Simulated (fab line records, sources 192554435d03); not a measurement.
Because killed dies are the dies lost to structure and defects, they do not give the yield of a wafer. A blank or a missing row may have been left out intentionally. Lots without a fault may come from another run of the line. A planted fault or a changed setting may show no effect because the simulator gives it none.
A struck lot beside a sound one || flow n5 finfet || 20 out of 1938 route steps
Sound: these wafers, L920.1, L920.2, L920.5. Struck: wafers L930.1, L930.2. The cause is named last.
At each step with rows: each side's tool, then ch and its chambers, then its first start. Under that, the readings that differ: sound wafers || struck wafers || difference of the means || sigmas: that difference in standard deviations of wafers without a fault.
alike: readings with means less than 2 such deviations apart, plus words and numbers identical on both sides. not compared: withheld readings, readings lacking a value on some wafer, bounds such as >300 that could conceal the same value, and numbers that have no deviation in the record and whose values overlap.
A row with sigmas, a row that says differs or no value, or rows on one side alone: a step with any of these is where the two part. Non-overlapping numbers with no deviation appear without sigmas and do not part them. Lack of a reading on every wafer of one side parts them only where that side has two or more wafers.

first, 9 steps without rows for these wafers: N5_MOL_CONTACT_COAG_COAT_62 (time 60 s, resist thk 60 nm); N5_MOL_CONTACT_COAG_COAT_63 (time 60 s, resist thk 10 nm); N5_MOL_CONTACT_COAG_COAT_64 (time 60 s, resist thk 10 nm); N5_MOL_CONTACT_COAG_COAT_34 (resist thk 40 nm); N5_MOL_CONTACT_COAG_EBR_36; N5_MOL_CONTACT_COAG_SOFTBAKE_35 (time 60 s); N5_MOL_CONTACT_COAG_EXPOSE_37 (exposes mask VD, defocus 0 nm); N5_MOL_CONTACT_COAG_PEB_38 (peb time 60 s); N5_MOL_CONTACT_COAG_DEVELOP_39 (develop time 30 s).
N5_MOL_CONTACT_COAG_CD_MEAS_40: the cd target is 25.1 nm.
  sound on cd sem-02 ch 0, day 6 10:50; struck on cd sem-03 ch 0, day 9 02:20
  alike: cd nm
N5_MOL_CONTACT_COAG_OVL_MEAS_41:
  sound on overlay-02 ch 0, day 6 10:52; struck on overlay-02 ch 0, day 9 02:22
{"reading": "VD_OVL (nm)", "sound": "0.0 -1.2 -0.8", "struck": "0.4 1.6", "difference": "+1.7", "sigmas": "+2"}
N5_MOL_CONTACT_COAG_INSPECT_42: inspects for defects (brightfield).
  sound: defect inspect-01 at day 6 10:56; struck: defect inspect-02 at day 9 02:25
  alike: raw defect count
N5_MOL_CONTACT_COAG_DESCUM_45: chemistry O2, time 7 s.
  sound on rie diel-04 ch 0,2,3, day 6 10:58; struck on rie diel-02 ch 0,1, day 9 02:27
{"reading": "model.CAR-EUV_of_MOL_CONTACT_COAG_COAT_34.thk nm (nm)", "sound": "36.2 36.2 36.2", "struck": "35.2 35.2", "difference": -1.0, "sigmas": ""}
  alike: drypump motor current A, oes product au, rf vpp V, showerhead plenum p Torr, throttle valve pct
  not compared: rf hours counter h
N5_MOL_CONTACT_COAG_ETCH_65: etches underlayer in N2/H2, target depth 13 nm, time 10.4 s.
  sound on rie diel-04 ch 0,2,3, day 6 11:00; struck on rie diel-02 ch 0,1, day 9 02:29
  alike: drypump motor current A, etch rf on time s, h2 flow sccm, n2 flow sccm, oes product au, rf vpp V, showerhead plenum p Torr, throttle valve pct
  not compared: rf hours counter h
N5_MOL_CONTACT_COAG_ETCH_66: etches SiARC in CF4, target depth 13 nm, time 21.7 s.
  sound on rie diel-04 ch 0,2,3, day 6 11:01; struck on rie diel-02 ch 0,1, day 9 02:30
  alike: drypump motor current A, etch rf on time s, oes product au, rf vpp V, showerhead plenum p Torr, throttle valve pct
  not compared: rf hours counter h
N5_MOL_CONTACT_COAG_ALD_133: deposits SiO2, target thk 5 nm, pulse time 1 s, co reactant pulse time 1 s.
  sound on ald sin-03 ch 1,3, day 6 11:06; struck on ald sin-01 ch 1,2, day 9 02:38
  alike: heater power w, precursor pulse height rel
  not compared: since wet clean h
N5_MOL_CONTACT_COAG_ETCHBACK_134: etches SiO2 in CHF3, target depth 10 nm, time 6.7 s.
  sound on rie diel-04 ch 0,1,2, day 6 11:26; struck on rie diel-05 ch 0,1, day 9 02:48
{"reading": "model.CAR-EUV_of_MOL_CONTACT_COAG_COAT_34.thk nm (nm)", "sound": "15.6 15.6 15.6", "struck": "14.8 14.6", "difference": -0.9, "sigmas": ""}
  alike: drypump motor current A, oes_f_703_au, oes product au, rf vpp V, showerhead plenum p Torr, throttle valve pct
  not compared: rf hours counter h
N5_MOL_CONTACT_COAG_ETCH_67: etches SOC in N2/H2, target depth 60 nm, overetch 21 nm, time 101.2 s.
  sound on rie diel-04 ch 0,1,2, day 6 11:28; struck on rie diel-05 ch 0,1, day 9 02:50
  alike: drypump motor current A, h2 flow sccm, n2 flow sccm, oes product au, rf vpp V, showerhead plenum p Torr, throttle valve pct
  not compared: rf hours counter h
-- the record jumps here: 3 days lie between the struck wafers' starts before and after (it left off in module MOL_CONTACT_COAG and takes up again in module BEOL_M4, whose first step shown is number 1111 of the route) --
N5_BEOL_M4_RC_MEAS_101:
  sound on prober-02 ch 0, day 9 05:20; struck on prober-01 ch 0, day 11 17:05
  alike: DIBL_N, DIBL_P, IOFF_N, IOFF_P, ION_N, ION_P, SS_N, SS_P, VT_N, VT_P
then, 1 step without rows for these wafers: N5_PASSIVATION_PROBE_49.

## WHERE THEY PART
Within this record, at N5_MOL_CONTACT_COAG_OVL_MEAS_41 only. Later steps at which nothing parts them and some readings are alike: N5_MOL_CONTACT_COAG_INSPECT_42, N5_MOL_CONTACT_COAG_DESCUM_45, N5_MOL_CONTACT_COAG_ETCH_65, N5_MOL_CONTACT_COAG_ETCH_66, N5_MOL_CONTACT_COAG_ALD_133, N5_MOL_CONTACT_COAG_ETCHBACK_134, N5_MOL_CONTACT_COAG_ETCH_67, N5_BEOL_M4_RC_MEAS_101.

WHY: what the simulator had put in
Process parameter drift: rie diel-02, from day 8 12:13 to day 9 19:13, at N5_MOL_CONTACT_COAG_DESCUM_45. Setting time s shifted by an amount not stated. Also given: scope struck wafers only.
